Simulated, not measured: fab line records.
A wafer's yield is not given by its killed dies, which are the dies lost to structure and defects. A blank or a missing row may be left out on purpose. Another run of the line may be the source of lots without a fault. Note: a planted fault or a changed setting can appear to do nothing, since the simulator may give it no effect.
fab line records | flow n5_finfet
record: lots: 9 | wafers: 26 | last_day: 17
route steps=1938 shown BEOL_M3@932 BEOL_M4@1111 PASSIVATION@1936
lots that met no fault: from a run of the same line without faults
start_h: start of the lot's first displayed wafer, in hours after the record's first day | wait_h: time in hours since the lot's previous step | " same as the row above | L1.1+2: a row that stands for several wafers | - value missing, or start not given | * or withheld: withheld | < > ~ a bound
route shown NAME@n: names a module that has steps shown in the file, with the first one's number in the route | usual: mean/standard deviation of fault-free wafers | same: alike in all rows | chamber/n: place in a boat | sites: the reading at each site | _std_site: standard deviation across them | _edge_site: inner sites' mean taken away from outer sites' mean | radius_mm: how far each site lies from the wafer's centre | mask NAME#n: copy n | behind: the most recent tool/chamber to have shaped the wafer | hold: why the lot was held/for how many hours/how that ended | device: whichever transistor did not switch (one of n, p or np) | end of line: the tests these same wafers got at the end of their route | step lacking rows: just its recipe | killed: not the wafer's yield, but the dies lost to structure and defects at the first sort | map: per-die view of a wafer (x killed, . not killed, _ where there is no die)
set.NAME: setting as actually run; set.NAME@STEP: the setting as run at that earlier step | model.NAME: the simulator's own value behind a step, which no gauge read
steps of the route over a sample of lots; a table a step, a row a wafer
services: when a tool's chamber went out of use (start_h, in hours from the record's first day, below 0 if earlier), for how many hours, and the reason
== steps ==
step: N5_BEOL_M3_THK_MEAS_01
recipe: reads: SiOC_of_BEOL_M3_ILD_DEP_00
usual: M3_ILD_THK: 78.5/1.2
lot.wafer | tool          | chamber | start_h | wait_h | M3_ILD_THK[nm]
L798.1    | film_metro-02 | -       | 161.48  | 0.0    | 77.9
L798.4    | "             | -       | "       | "      | 78.8
L798.6    | "             | -       | "       | "      | 79.2
L801.1    | film_metro-01 | -       | 187.07  | 0.0    | 75.9
L801.5    | "             | -       | "       | "      | 78.5
L803.1    | film_metro-02 | -       | 202.65  | 0.0    | 78.0
L803.2    | "             | -       | "       | "      | 79.1
L803.5    | "             | -       | "       | "      | 79.0
L809.1    | film_metro-02 | -       | 229.15  | 0.0    | 76.4
L809.2    | "             | -       | "       | "      | 77.9
L809.5    | "             | -       | "       | "      | 77.6
L810.2    | film_metro-01 | -       | 231.69  | 0.1    | 77.8
L810.4    | "             | -       | "       | "      | 80.9
L810.6    | "             | -       | "       | "      | 80.4
L812.1    | film_metro-02 | -       | 248.20  | 0.0    | 77.2
L812.2    | "             | -       | "       | "      | 78.0
L812.3    | "             | -       | "       | "      | 76.8
L813.1    | film_metro-02 | -       | 266.57  | 0.0    | 77.6
L813.2    | "             | -       | "       | "      | 78.7
L813.3    | "             | -       | "       | "      | 77.6
L816.2    | film_metro-01 | -       | 279.60  | 0.1    | 79.0
L816.3    | "             | -       | "       | "      | 79.5
L816.6    | "             | -       | "       | "      | 79.7
L817.1    | film_metro-01 | -       | 287.24  | 0.0    | 75.8
L817.3    | "             | -       | "       | "      | 77.6
L817.6    | "             | -       | "       | "      | 78.5
step: N5_BEOL_M3_EXPOSE_08
recipe: mask_id: M3 | na: 0.33 | source_shape: dipole | sigma_inner: 0.369 | sigma_outer: 0.767 | polarization: unpolarized | dose_mj: 33
usual: exposure_dose_mJ_cm2: 32.88/0.046
same: sigma_outer: 0.767
lot.wafer | tool           | chamber | start_h | wait_h | mask | exposure_dose_mJ_cm2
L798.1    | euv_scanner-01 | 0       | 164.03  | -      | M3#0 | 32.92
L798.4    | "              | 0       | "       | "      | M3#0 | 32.92
L798.6    | "              | 0       | "       | "      | M3#0 | 32.96
L801.1    | euv_scanner-02 | 0       | 189.25  | -      | M3#0 | 32.88
L801.5    | "              | 0       | "       | "      | M3#0 | 32.90
L803.1    | euv_scanner-01 | 0       | 204.43  | -      | M3#0 | 32.97
L803.2    | "              | 0       | "       | "      | M3#0 | 32.93
L803.5    | "              | 0       | "       | "      | M3#0 | 32.94
L809.1    | euv_scanner-01 | 0       | 232.96  | -      | M3#0 | 32.95
L809.2    | "              | 0       | "       | "      | M3#0 | 32.92
L809.5    | "              | 0       | "       | "      | M3#0 | 32.90
L810.2    | euv_scanner-01 | 0       | 233.18  | -      | M3#0 | 32.92
L810.4    | "              | 0       | "       | "      | M3#0 | 32.88
L810.6    | "              | 0       | "       | "      | M3#0 | 32.89
L812.1    | euv_scanner-02 | 0       | 249.61  | -      | M3#0 | 32.82
L812.2    | "              | 0       | "       | "      | M3#0 | 32.87
L812.3    | "              | 0       | "       | "      | M3#0 | 32.88
L813.1    | euv_scanner-02 | 0       | 267.54  | -      | M3#0 | 32.80
L813.2    | "              | 0       | "       | "      | M3#0 | 32.77
L813.3    | "              | 0       | "       | "      | M3#0 | 32.88
L816.2    | euv_scanner-02 | 0       | 280.63  | -      | M3#0 | 32.76
L816.3    | "              | 0       | "       | "      | M3#0 | 32.80
L816.6    | "              | 0       | "       | "      | M3#0 | 32.84
L817.1    | euv_scanner-02 | 0       | 288.02  | -      | M3#0 | 32.78
L817.3    | "              | 0       | "       | "      | M3#0 | 32.80
L817.6    | "              | 0       | "       | "      | M3#0 | 32.82
step: N5_BEOL_M3_OVL_MEAS_12
recipe: points_per_wafer: 522
usual: M3_OVL: -0.4/0.8
same: points_per_wafer: 522
lot.wafer | tool       | chamber | start_h | wait_h | M3_OVL[nm]
L798.1    | overlay-01 | 0       | 164.18  | 0.0    | 0.3
L798.4    | "          | 0       | "       | "      | -0.3
L798.6    | "          | 0       | "       | "      | 0.5
L801.1    | overlay-02 | 0       | 189.41  | 0.0    | -2.1
L801.5    | "          | 0       | "       | "      | -0.9
L803.1    | overlay-02 | 0       | 204.58  | 0.0    | 1.2
L803.2    | "          | 0       | "       | "      | -0.4
L803.5    | "          | 0       | "       | "      | 0.1
L809.1    | overlay-02 | 0       | 233.11  | 0.0    | 10.5
L809.2    | "          | 0       | "       | "      | 10.8
L809.5    | "          | 0       | "       | "      | 9.5
L810.2    | overlay-02 | 0       | 233.33  | 0.0    | 10.4
L810.4    | "          | 0       | "       | "      | 10.2
L810.6    | "          | 0       | "       | "      | 10.6
L812.1    | overlay-02 | 0       | 249.76  | 0.0    | -0.2
L812.2    | "          | 0       | "       | "      | -0.2
L812.3    | "          | 0       | "       | "      | 0.2
L813.1    | overlay-01 | 0       | 267.69  | 0.0    | 1.2
L813.2    | "          | 0       | "       | "      | 0.5
L813.3    | "          | 0       | "       | "      | 0.8
L816.2    | overlay-02 | 0       | 280.79  | 0.0    | 0.0
L816.3    | "          | 0       | "       | "      | 1.1
L816.6    | "          | 0       | "       | "      | -0.7
L817.1    | overlay-01 | 0       | 288.17  | 0.0    | 0.0
L817.3    | "          | 0       | "       | "      | 0.3
L817.6    | "          | 0       | "       | "      | 0.5
step: N5_BEOL_M3_ETCH_74
recipe: chemistry: N2/H2 | target: underlayer | target_depth_a: 65 | mask_material: CAR-EUV | time_s: 5.2 | ion_energy_ev: 200 | pressure_mtorr: 30 | source_w: 840 | bias_w: 150 | n2_flow_sccm: 200 | h2_flow_sccm: 200 | ends: cleared
usual: drypump_motor_current_A: 5.8/0.37 | etch_rf_on_time_s: 5.17/0.19 | oes_product_au: 0.65/0.07 | rf_vpp_V: 523.6/2.6 | showerhead_plenum_p_Torr: 2.53/0.079 | throttle_valve_pct: 17.9/0.32
lot.wafer | tool        | chamber | start_h | wait_h | drypump_motor_current_A | etch_rf_on_time_s | oes_product_au | rf_hours_counter_h | rf_vpp_V | showerhead_plenum_p_Torr | throttle_valve_pct
L798.1    | rie_diel-02 | 2       | 164.31  | 0.0    | 5.2                     | 5.07              | 0.61           | 192                | 523.9    | 2.53                     | 18.0
L798.4    | "           | 1       | "       | "      | 5.8                     | 5.13              | 0.81           | 17                 | 521.1    | 2.49                     | 17.5
L798.6    | "           | 0       | "       | "      | 6.3                     | 5.23              | 0.63           | -                  | 524.6    | 2.55                     | 18.5
L801.1    | rie_diel-03 | 1       | 189.54  | 0.0    | 6.2                     | 5.19              | 0.64           | 171                | 525.5    | 2.64                     | 18.2
L801.5    | "           | 1       | "       | "      | 6.2                     | 5.18              | 0.65           | -                  | 526.8    | 2.64                     | 18.2
L803.1    | rie_diel-03 | 1       | 204.71  | 0.0    | 6.3                     | 5.28              | 0.64           | 176                | 525.2    | 2.63                     | 18.2
L803.2    | "           | 3       | "       | "      | 5.7                     | 5.00              | 0.62           | 200                | 517.7    | 2.39                     | 17.7
L803.5    | "           | 1       | "       | "      | 6.2                     | 5.18              | 0.63           | -                  | 527.0    | 2.63                     | 18.2
L809.1    | rie_diel-02 | 3       | 233.24  | 0.0    | 5.4                     | 5.19              | 0.67           | 105                | 524.9    | 2.55                     | 17.4
L809.2    | "           | 0       | "       | "      | 6.2                     | 5.31              | 0.61           | 213                | 521.8    | 2.54                     | 18.6
L809.5    | "           | 3       | "       | "      | 5.4                     | 5.20              | 0.67           | -                  | 522.9    | 2.55                     | 17.5
L810.2    | rie_diel-01 | 1       | 233.46  | 0.0    | 5.5                     | 5.09              | 0.62           | 207                | 524.1    | 2.51                     | 18.0
L810.4    | "           | 1       | "       | "      | 5.5                     | 5.10              | 0.62           | -                  | 524.7    | 2.51                     | 18.0
L810.6    | "           | 2       | "       | "      | 6.3                     | 5.14              | 0.65           | -                  | 520.5    | 2.45                     | 18.1
L812.1    | rie_diel-02 | 3       | 250.81  | 0.0    | 5.3                     | 5.27              | 0.67           | 112                | 523.6    | 2.54                     | 17.5
L812.2    | "           | 0       | "       | "      | 6.3                     | 5.24              | 0.61           | 220                | 525.5    | 2.54                     | 18.6
L812.3    | "           | 2       | "       | "      | 5.2                     | 5.00              | 0.59           | 221                | 522.2    | 2.52                     | 18.1
L813.1    | rie_diel-03 | 3       | 267.83  | 0.0    | 5.7                     | 5.00              | 0.61           | 216                | 519.7    | 2.39                     | 17.7
L813.2    | "           | 0       | "       | "      | 5.7                     | 5.56              | 0.59           | 208                | 527.1    | 2.63                     | 17.9
L813.3    | "           | 2       | "       | "      | 6.0                     | 4.90              | 0.83           | 15                 | 528.1    | 2.68                     | 17.7
L816.2    | rie_diel-01 | 3       | 280.92  | 0.0    | 5.4                     | 5.59              | 0.58           | 205                | 524.4    | 2.52                     | 18.0
L816.3    | "           | 1       | "       | "      | 5.5                     | 5.11              | 0.60           | 225                | 523.9    | 2.50                     | 18.0
L816.6    | "           | 2       | "       | "      | 6.3                     | 5.09              | 0.64           | -                  | 520.7    | 2.44                     | 18.1
L817.1    | rie_diel-03 | 2       | 288.30  | 0.0    | 6.0                     | 4.97              | 0.81           | 22                 | 529.0    | 2.68                     | 17.8
L817.3    | "           | 1       | "       | "      | 6.2                     | 5.17              | 0.63           | 195                | 528.9    | 2.63                     | 18.2
L817.6    | "           | 3       | "       | "      | 5.7                     | 4.98              | 0.61           | -                  | 519.6    | 2.38                     | 17.7
step: N5_BEOL_M3_STRIP_66
recipe: chemistry: CF4 | resist: SiARC | power_w: 300 | bias_power_w: 75 | pressure_mtorr: 50 | cf4_flow_sccm: 150 | rf_frequency_hz: 6e+07
usual: cf4_flow_sccm: 149.9/0.42 | drypump_motor_current_A: 5.7/0.37 | oes_product_au: 0.75/0.076 | rf_vpp_V: 271.0/1.3 | showerhead_plenum_p_Torr: 1.79/0.049 | throttle_valve_pct: 13.69/0.27
lot.wafer | tool        | chamber | start_h | wait_h | cf4_flow_sccm | drypump_motor_current_A | oes_product_au | rf_hours_counter_h | rf_vpp_V | showerhead_plenum_p_Torr | throttle_valve_pct
L798.1    | rie_diel-02 | 2       | 164.48  | 0.0    | 149.5         | 5.1                     | 0.69           | 192                | 271.8    | 1.77                     | 13.82
L798.4    | "           | 1       | "       | "      | 150.3         | 5.8                     | 0.93           | 17                 | 270.1    | 1.78                     | 13.42
L798.6    | "           | 0       | "       | "      | 149.4         | 6.3                     | 0.73           | -                  | 270.5    | 1.80                     | 14.00
L801.1    | rie_diel-03 | 1       | 189.71  | 0.0    | 149.8         | 6.2                     | 0.75           | 171                | 271.8    | 1.87                     | 13.95
L801.5    | "           | 1       | "       | "      | 149.9         | 6.3                     | 0.74           | -                  | 271.7    | 1.87                     | 13.95
L803.1    | rie_diel-03 | 1       | 204.88  | 0.0    | 150.5         | 6.3                     | 0.75           | 176                | 271.6    | 1.87                     | 13.96
L803.2    | "           | 3       | "       | "      | 149.8         | 5.7                     | 0.71           | 200                | 268.4    | 1.71                     | 13.68
L803.5    | "           | 1       | "       | "      | 149.7         | 6.3                     | 0.74           | -                  | 273.0    | 1.87                     | 13.96
L809.1    | rie_diel-02 | 3       | 233.41  | 0.0    | 149.5         | 5.4                     | 0.78           | 106                | 271.0    | 1.77                     | 13.11
L809.2    | "           | 0       | "       | "      | 150.4         | 6.2                     | 0.71           | 213                | 271.3    | 1.79                     | 14.03
L809.5    | "           | 3       | "       | "      | 149.7         | 5.3                     | 0.78           | -                  | 270.2    | 1.77                     | 13.12
L810.2    | rie_diel-01 | 1       | 233.63  | 0.0    | 150.4         | 5.5                     | 0.70           | 207                | 271.5    | 1.77                     | 13.84
L810.4    | "           | 1       | "       | "      | 150.0         | 5.4                     | 0.71           | -                  | 270.5    | 1.77                     | 13.83
L810.6    | "           | 2       | "       | "      | 150.0         | 6.3                     | 0.75           | -                  | 270.2    | 1.74                     | 13.71
L812.1    | rie_diel-02 | 3       | 250.99  | 0.0    | 149.6         | 5.3                     | 0.77           | 112                | 270.7    | 1.77                     | 13.12
L812.2    | "           | 0       | "       | "      | 149.9         | 6.3                     | 0.70           | 220                | 270.5    | 1.79                     | 14.05
L812.3    | "           | 2       | "       | "      | 149.7         | 5.2                     | 0.67           | 221                | 270.9    | 1.76                     | 13.90
L813.1    | rie_diel-03 | 3       | 268.00  | 0.0    | 150.3         | 5.8                     | 0.71           | 216                | 269.5    | 1.71                     | 13.72
L813.2    | "           | 0       | "       | "      | 149.9         | 5.7                     | 0.72           | 208                | 271.7    | 1.84                     | 13.73
L813.3    | "           | 2       | "       | "      | 150.1         | 6.0                     | 0.93           | 15                 | 273.0    | 1.88                     | 13.46
L816.2    | rie_diel-01 | 3       | 281.09  | 0.0    | 149.6         | 5.5                     | 0.71           | 205                | 269.6    | 1.79                     | 13.79
L816.3    | "           | 1       | "       | "      | 149.8         | 5.5                     | 0.70           | 225                | 269.7    | 1.77                     | 13.88
L816.6    | "           | 2       | "       | "      | 149.1         | 6.3                     | 0.73           | -                  | 269.2    | 1.73                     | 13.76
L817.1    | rie_diel-03 | 2       | 288.47  | 0.0    | 150.5         | 6.0                     | 0.92           | 22                 | 273.9    | 1.88                     | 13.49
L817.3    | "           | 1       | "       | "      | 149.4         | 6.3                     | 0.73           | 196                | 272.6    | 1.86                     | 14.02
L817.6    | "           | 3       | "       | "      | 149.6         | 5.7                     | 0.70           | -                  | 268.1    | 1.70                     | 13.73
step: N5_BEOL_M4_RC_MEAS_101
usual: DIBL_N: 37.5/2 | DIBL_P: 37.5/2.5 | IOFF_N: 0.18/0.042 | IOFF_P: 0.24/0.046 | ION_N: 677/15 | ION_P: 464/9.5 | SS_N: 72.0/0.76 | SS_P: 73.6/0.79 | VT_N: 249/3.5 | VT_P: -249/3.2
lot.wafer | tool      | chamber | start_h | wait_h | DIBL_N[mV/V] | DIBL_P[mV/V] | IOFF_N[nA/um] | IOFF_P[nA/um] | ION_N[uA/um] | ION_P[uA/um] | SS_N[mV/dec] | SS_P[mV/dec] | VT_N[mV] | VT_P[mV]
L798.1    | prober-02 | 0       | 182.55  | 0.0    | 36.5         | 34.2         | 0.13          | 0.21          | 670          | 468          | 71.2         | 73.3         | 254      | -247
L798.4    | "         | 0       | "       | "      | 37.0         | 36.7         | 0.15          | 0.26          | 658          | 464          | 71.2         | 73.5         | 250      | -248
L798.6    | "         | 0       | "       | "      | 39.3         | 37.7         | 0.18          | 0.26          | 680          | 470          | 72.3         | 73.6         | 247      | -245
L801.1    | prober-02 | 0       | 204.86  | 0.0    | 36.8         | 37.1         | 0.14          | 0.24          | 645          | 448          | 70.6         | 73.9         | 254      | -251
L801.5    | "         | 0       | "       | "      | 38.7         | 38.1         | 0.19          | 0.25          | 679          | 464          | 71.8         | 73.3         | 247      | -249
L803.1    | prober-02 | 0       | 221.05  | 0.0    | 38.8         | 39.8         | 0.21          | 0.29          | 691          | 475          | 71.1         | 74.3         | 243      | -242
L803.2    | "         | 0       | "       | "      | 38.0         | 37.3         | 0.18          | 0.24          | 677          | 465          | 71.7         | 73.2         | 252      | -247
L803.5    | "         | 0       | "       | "      | 39.1         | 39.7         | 0.19          | 0.28          | 667          | 468          | 71.3         | 74.1         | 247      | -245
L809.1    | prober-01 | 0       | 248.21  | 0.0    | 41.2         | 41.2         | 0.24          | 0.31          | 666          | 450          | 72.3         | 74.2         | 249      | -248
L809.2    | "         | 0       | "       | "      | 37.0         | 36.4         | 0.16          | 0.24          | 676          | 465          | 71.5         | 73.9         | 248      | -248
L809.5    | "         | 0       | "       | "      | 40.0         | 39.8         | 0.22          | 0.28          | 691          | 476          | 72.2         | 73.6         | 247      | -248
L810.2    | prober-02 | 0       | 253.53  | 0.2    | 35.3         | 34.4         | 0.12          | 0.18          | 661          | 461          | 71.0         | 72.3         | 254      | -252
L810.4    | "         | 0       | "       | "      | 36.3         | 35.7         | 0.15          | 0.20          | 688          | 476          | 71.4         | 72.5         | 252      | -255
L810.6    | "         | 0       | "       | "      | 35.2         | 34.0         | 0.12          | 0.17          | 648          | 452          | 71.3         | 72.6         | 257      | -254
L812.1    | prober-01 | 0       | 273.67  | 0.0    | 40.8         | 40.6         | 0.23          | 0.29          | 690          | 470          | 72.2         | 74.2         | 244      | -247
L812.2    | "         | 0       | "       | "      | 38.5         | 36.9         | 0.18          | 0.24          | 655          | 457          | 71.7         | 73.8         | 249      | -247
L812.3    | "         | 0       | "       | "      | 39.0         | 38.1         | 0.19          | 0.25          | 664          | 460          | 71.6         | 73.0         | 249      | -247
L813.1    | prober-01 | 0       | 291.42  | 0.5    | 36.3         | 37.2         | 0.17          | 0.24          | 693          | 480          | 70.8         | 72.9         | 248      | -247
L813.2    | "         | 0       | "       | "      | 35.6         | 35.8         | 0.15          | 0.22          | 665          | 466          | 71.5         | 72.4         | 248      | -248
L813.3    | "         | 0       | "       | "      | 40.4         | 39.2         | 0.25          | 0.27          | 676          | 461          | 73.2         | 73.8         | 248      | -244
L816.2    | prober-01 | 0       | 305.41  | 0.2    | 39.4         | 39.4         | 0.22          | 0.25          | 683          | 457          | 72.8         | 74.8         | 244      | -249
L816.3    | "         | 0       | "       | "      | 34.4         | 34.4         | 0.12          | 0.18          | 672          | 465          | 71.4         | 73.1         | 251      | -254
L816.6    | "         | 0       | "       | "      | 39.7         | 40.4         | 0.23          | 0.28          | 697          | 474          | 72.3         | 74.5         | 241      | -249
L817.1    | prober-02 | 0       | 307.06  | 0.0    | 37.1         | 36.8         | 0.19          | 0.20          | 668          | 454          | 72.8         | 73.0         | 248      | -253
L817.3    | "         | 0       | "       | "      | 35.2         | 35.5         | 0.13          | 0.18          | 659          | 452          | 71.5         | 73.1         | 251      | -253
L817.6    | "         | 0       | "       | "      | 38.5         | 38.6         | 0.20          | 0.23          | 673          | 457          | 72.3         | 74.2         | 248      | -249
step: N5_PASSIVATION_PROBE_49
usual: defect_limited_yield: 91.8/1.5 | killed_at_M0_to_M3: 33/11 | killed_at_M4_up: 13/5 | killed_at_contacts: 11/5.6 | killed_at_front_end: 36/12 | killed_at_other: 3.4/2.5 | killed_dies: 97/18 | killed_on_rim: 12/4.2 | killed_open: 64/13 | killed_short: 31/6.9 | sort_bin_5_function: 4.8/1 | sort_bin_6_memory: 3.1/0.64 | sort_bin_8_speed: 0.00/0.014 | sort_n_pass: 1083/18 | sort_yield_pct: 91.8/1.5
same: gross_dies: 1180 | killed_at_back_side: 0 | sort_bin_4_leakage[%]: 0
lot.wafer | tool      | chamber | start_h | wait_h | defect_limited_yield[%] | killed_at_M0_to_M3 | killed_at_M4_up | killed_at_contacts | killed_at_front_end | killed_at_other | killed_dies | killed_on_rim | killed_open | killed_short | sort_bin_5_function[%] | sort_bin_6_memory[%] | sort_bin_8_speed[%] | sort_n_pass | sort_yield_pct[%]
L803.1    | prober-02 | -       | 325.74  | 0.0    | 93.2                    | 24                 | 20              | 8                  | 25                  | 3               | 80          | 9             | 55          | 25           | 4.3                    | 2.4                  | 0                   | 1100        | 93.2
L803.2    | prober-02 | -       | 325.79  | 0.1    | 93.6                    | 23                 | 15              | 13                 | 25                  | 0               | 76          | 10            | 49          | 27           | 4.5                    | 1.9                  | 0                   | 1104        | 93.6
L803.5    | prober-02 | -       | 325.94  | 0.2    | 90.6                    | 50                 | 12              | 17                 | 30                  | 2               | 111         | 9             | 70          | 41           | 5.6                    | 3.6                  | 0                   | 1069        | 90.6
L809.1    | prober-02 | -       | 352.65  | 0.0    | 29.6                    | 751                | 14              | 12                 | 49                  | 5               | 831         | 107           | 81          | 42           | 36.4                   | 4.1                  | 0                   | 349         | 29.6
L809.2    | prober-02 | -       | 352.70  | 0.1    | 22.8                    | 790                | 12              | 19                 | 89                  | 1               | 911         | 123           | 114         | 57           | 40.7                   | 4.8                  | 0                   | 269         | 22.8
L809.5    | prober-02 | -       | 352.85  | 0.2    | 28.0                    | 780                | 16              | 1                  | 52                  | 1               | 850         | 100           | 63          | 47           | 36.4                   | 3.6                  | 0                   | 330         | 28.0
L810.2    | prober-01 | -       | 370.22  | 0.1    | 22.5                    | 826                | 22              | 19                 | 43                  | 5               | 915         | 125           | 81          | 41           | 39.8                   | 4.6                  | 0.08                | 265         | 22.5
L810.4    | prober-01 | -       | 370.32  | 0.2    | 27.2                    | 777                | 20              | 22                 | 34                  | 6               | 859         | 126           | 79          | 36           | 36.9                   | 4.3                  | 0                   | 321         | 27.2
L810.6    | prober-01 | -       | 370.42  | 0.3    | 21.1                    | 848                | 13              | 11                 | 54                  | 5               | 931         | 119           | 63          | 33           | 40.3                   | 3.6                  | 0                   | 249         | 21.1
L813.1    | prober-02 | -       | 400.22  | 0.0    | 91.9                    | 44                 | 7               | 17                 | 20                  | 8               | 96          | 17            | 66          | 28           | 5.3                    | 2.8                  | 0                   | 1084        | 91.9
L813.2    | prober-02 | -       | 400.27  | 0.1    | 93.1                    | 36                 | 3               | 11                 | 27                  | 4               | 81          | 4             | 53          | 28           | 4.2                    | 2.5                  | 0                   | 1099        | 93.1
L813.3    | prober-02 | -       | 400.32  | 0.1    | 92.5                    | 38                 | 8               | 5                  | 32                  | 6               | 89          | 14            | 54          | 35           | 4.0                    | 3.1                  | 0                   | 1091        | 92.5
killed by level:class
L803.1 BEOL_M0_SAQP:geometric_particle:open=8 FIN_SAQP:geometric_particle:open=6 FIN_SAQP:geometric_particle:short=6 BEOL_M0_SAQP:geometric_particle:short=5 BEOL_M4:geometric_particle:open=5 STI_FIN_REVEAL:geometric_particle:open=4 BEOL_M5:geometric_particle:open=4 MOL_CONTACT_COAG:geometric_particle:short=4
L803.2 MOL_CONTACT_COAG:geometric_particle:open=10 FIN_SAQP:geometric_particle:open=8 STI_FIN_REVEAL:geometric_particle:open=6 BEOL_M0_SAQP:geometric_particle:short=5 BEOL_M4:geometric_particle:open=5 BEOL_M0_SAQP:geometric_particle:open=4 BEOL_M5:geometric_particle:open=4 FIN_SAQP:geometric_particle:short=3
L803.5 BEOL_M0_SAQP:geometric_particle:short=18 MOL_CONTACT_COAG:geometric_particle:open=15 BEOL_M0_SAQP:geometric_particle:open=14 BEOL_M2:geometric_particle:short=7 STI_FIN_REVEAL:geometric_particle:open=6 BEOL_M0:geometric_particle:open=5 BEOL_M4:geometric_particle:open=4 FIN_SAQP:geometric_particle:open=3
L809.1 BEOL_M3:overlay=705 FIN_SAQP:geometric_particle:open=16 BEOL_M0_SAQP:geometric_particle:open=16 BEOL_M0_SAQP:geometric_particle:short=14 MOL_CONTACT_COAG:geometric_particle:open=10 FIN_SAQP:geometric_particle:short=5 STI_FIN_REVEAL:geometric_particle:open=5 DUMMY_GATE:geometric_particle:open=5
L809.2 BEOL_M3:overlay=739 FIN_SAQP:geometric_particle:open=30 FIN_SAQP:geometric_particle:short=16 STI_FIN_REVEAL:geometric_particle:open=14 MOL_CONTACT_COAG:geometric_particle:open=13 BEOL_M0_SAQP:geometric_particle:short=13 GATE_CUT:geometric_particle:open=12 BEOL_M0_SAQP:geometric_particle:open=9
L809.5 BEOL_M3:overlay=737 FIN_SAQP:geometric_particle:open=10 FIN_SAQP:geometric_particle:short=10 BEOL_M0_SAQP:geometric_particle:short=10 BEOL_M1:geometric_particle:open=9 BEOL_M3:geometric_particle:open=7 GATE_CUT:geometric_particle:short=5 GATE_CUT:geometric_particle:open=5
L810.2 BEOL_M3:overlay=779 MOL_CONTACT_COAG:geometric_particle:open=18 HKMG_FIN:area_etch=12 BEOL_M1:geometric_particle:open=11 FIN_SAQP:geometric_particle:short=10 BEOL_M3:geometric_particle:open=9 BEOL_M0_SAQP:geometric_particle:short=7 BEOL_M0_SAQP:geometric_particle:open=6
L810.4 BEOL_M3:overlay=743 MOL_CONTACT_COAG:geometric_particle:open=20 BEOL_M4:geometric_particle:open=10 FIN_SAQP:geometric_particle:short=7 BEOL_M0_SAQP:geometric_particle:open=7 FIN_SAQP:geometric_particle:open=6 STI_FIN_REVEAL:geometric_particle:open=6 BEOL_M0_SAQP:geometric_particle:short=6
L810.6 BEOL_M3:overlay=827 STI_FIN_REVEAL:geometric_particle:open=11 MOL_CONTACT_COAG:geometric_particle:open=11 FIN_SAQP:geometric_particle:short=10 BEOL_M4:geometric_particle:open=8 BEOL_M1:geometric_particle:open=8 HKMG_FIN:area_etch=7 DUMMY_GATE:geometric_particle:open=6
L813.1 BEOL_M2:geometric_particle:open=20 MOL_CONTACT_COAG:geometric_particle:open=13 BEOL_M0_SAQP:geometric_particle:short=12 BEOL_M0_SAQP:geometric_particle:open=7 FIN_SAQP:geometric_particle:open=3 STI_FIN_REVEAL:geometric_particle:open=3 MOL_CONTACT_COAG:geometric_particle:short=3 FIN_SAQP:geometric_particle:short=2
L813.2 MOL_CONTACT_COAG:geometric_particle:open=11 BEOL_M0_SAQP:geometric_particle:short=9 BEOL_M3:geometric_particle:open=9 BEOL_M0_SAQP:geometric_particle:open=8 FIN_SAQP:geometric_particle:short=7 BEOL_M2:geometric_particle:open=5 STI_FIN_REVEAL:geometric_particle:open=3 DUMMY_GATE:geometric_particle:open=3
L813.3 BEOL_M0_SAQP:geometric_particle:short=9 BEOL_M2:geometric_particle:open=6 DUMMY_GATE:geometric_particle:open=6 BEOL_M1:geometric_particle:open=6 BEOL_M3:geometric_particle:open=6 STARTING-WAFER:geometric_particle:short=6 BEOL_M0_SAQP:geometric_particle:open=5 MOL_CONTACT_COAG:geometric_particle:open=4
== services ==
tool           | chamber | start_h | hours | kind
euv_scanner-02 | -       | 145.01  | 1.0   | pm
rie_diel-01    | 3       | 176.74  | 8.3   | repair
rie_diel-03    | 2       | 181.29  | -     | clean
rie_diel-03    | 2       | 181.29  | -     | consumable_replace:focus_ring
rie_diel-03    | 2       | 181.29  | -     | consumable_replace:showerhead
rie_diel-03    | 2       | 181.29  | 19.7  | scheduled_down
rie_diel-03    | 2       | 181.29  | 19.7  | vent_cycle
euv_scanner-01 | -       | 195.78  | 1.0   | pm
euv_scanner-02 | -       | 201.16  | 1.0   | pm
euv_scanner-01 | -       | 214.51  | 4.6   | pm
euv_scanner-02 | -       | 227.27  | 0.2   | repair
euv_scanner-02 | 0       | 230.44  | -     | calibration
rie_diel-03    | -       | 234.90  | 15.6  | pm
euv_scanner-01 | 0       | 243.66  | -     | calibration
euv_scanner-01 | -       | 251.93  | 1.0   | pm
euv_scanner-02 | -       | 256.50  | 4.6   | pm
euv_scanner-01 | -       | 265.95  | 5.8   | pm
rie_diel-01    | 0       | 270.83  | -     | clean
rie_diel-01    | 0       | 270.83  | -     | consumable_replace:focus_ring
rie_diel-01    | 0       | 270.83  | 24.0  | scheduled_down
rie_diel-01    | 0       | 270.83  | 24.0  | vent_cycle
euv_scanner-02 | -       | 272.81  | 1.7   | repair
== key ==
first_sign: step: N5_BEOL_M3_OVL_MEAS_12 | reading: M3_OVL | direction: up | sigmas: 13 | usual: -0.4 | struck: 10.3
effect: step: N5_PASSIVATION_PROBE_49 | reading: killed_at_M0_to_M3 | direction: up | sigmas: 71 | usual: 33 | struck: 795
more_kills_born_at: N5_BEOL_M3_EXPOSE_08@euv_scanner-01: 4530
met_at N5_BEOL_M3_EXPOSE_08
struck_lots L809,L810
not_acting_at N5_BEOL_M3_THK_MEAS_01,N5_BEOL_M3_ETCH_74,N5_BEOL_M3_STRIP_66
onset_between 204.43 232.96
fault: kind: scanner_matching_overlay | tool: euv_scanner-01 | chamber: - | onset_h: 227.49 | steps: N5_BEOL_M3_EXPOSE_08 | offset: 11.246
